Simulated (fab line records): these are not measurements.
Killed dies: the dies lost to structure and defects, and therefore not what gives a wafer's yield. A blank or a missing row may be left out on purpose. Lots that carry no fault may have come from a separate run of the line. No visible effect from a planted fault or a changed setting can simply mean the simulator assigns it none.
Which tool was responsible?	flow nand harc	7 lots with 20 wafers sampled at 4 steps, on a route of 1159 steps

WHAT EACH GAUGE READ, for each wafer
NHARC_A_ONON_D1_THK_MEAS_05: measures by ellipsometry.
lot	measured	on	thk nm (nm)
L919	day 7 15:20	film metro-02	993 996 995
L920	day 8 08:19	film metro-02	995 994 991
L926	day 9 14:50	film metro-02	1003 1005 1004
L929	day 10 23:04	film metro-01	1001 1515
L933	day 11 12:31	film metro-02	996 994 993
L937	day 12 00:41	film metro-01	1010 1010 1009
L940	day 12 22:01	film metro-01	1009 1010 1011

WHAT TOOL EACH LOT RAN ON (gives the tool, then ch and the chambers of the sampled wafers, and finally the start)
lot	NHARC_P_M2_PRE_CLEAN_32	NHARC_P_BONDPAD_PRE_CLEAN_26	NHARC_A_ONON_D1_DEP_03
L919	pecvd-01 ch 0,2, day 6 06:44	pvd sputter-03, day 7 14:56 or earlier	pecvd onon-01 ch 0, day 7 14:56
L920	pecvd-03 ch 0,1,2, day 7 02:16	pvd sputter-03, day 8 07:47 or earlier	pecvd onon-04 ch 0, day 8 07:47
L926	pecvd-03 ch 0,2, day 8 08:51	pvd sputter-02, day 9 14:23 or earlier	pecvd onon-04 ch 0, day 9 14:23
L929	pecvd-01 ch 0,1, day 9 14:46	pvd sputter-02, day 10 22:34 or earlier	pecvd onon-03 ch 0, day 10 22:34
L933	pecvd-01 ch 0,1, day 10 04:14	pvd sputter-01, day 11 12:08 or earlier	pecvd onon-04 ch 0, day 11 12:08
L937	pecvd-03 ch 0,2, day 10 19:55	pvd sputter-01, day 12 00:10 or earlier	pecvd onon-04 ch 0, day 12 00:10
L940	pecvd-04 ch 0,2, day 11 15:41	pvd sputter-01, day 12 21:34 or earlier	pecvd onon-04 ch 0, day 12 21:34
- NHARC_P_M2_PRE_CLEAN_32: time 12 s.
- NHARC_P_BONDPAD_PRE_CLEAN_26: time 30 s.
- NHARC_A_ONON_D1_DEP_03: target thk 1000 nm.

THE ANSWER, worked out from the rows above alone
Rule: usual is defined by the lots themselves. The widest of any qualifying gaps counts: lots, ordered by their means at a reading, are off when they make up no more than a third of the lots, leave a main group of 4 or more, and stand apart from it by 3 or more times the standard deviation of that group's means. A main group whose means are all the same, to the digits that the tables above print for the reading, isn't used. A lot without any number at a reading at which 4 lots or more have one is off too. Where the step has rows for the other lots, those lots are counted as sound.
Off, at NHARC_A_ONON_D1_THK_MEAS_05 on thk nm: L929. For the main group the mean is 1001 nm and the standard deviation 7.2.
If a tool, at a process step before that reading, ran all the lots that are off and no sound lot after the first of them, it fits. Those tools and the gauges at NHARC_A_ONON_D1_THK_MEAS_05 are tried in the same way. NHARC_P_BONDPAD_PRE_CLEAN_26 gives no start for some lots, so the hours and the order of its lots are those of NHARC_A_ONON_D1_DEP_03. Undecided on this evidence; 2 tools fit (pvd sputter-02 at NHARC_P_BONDPAD_PRE_CLEAN_26, pecvd onon-03 at NHARC_A_ONON_D1_DEP_03).

WHAT WAS PUT IN BY THE SIMULATOR
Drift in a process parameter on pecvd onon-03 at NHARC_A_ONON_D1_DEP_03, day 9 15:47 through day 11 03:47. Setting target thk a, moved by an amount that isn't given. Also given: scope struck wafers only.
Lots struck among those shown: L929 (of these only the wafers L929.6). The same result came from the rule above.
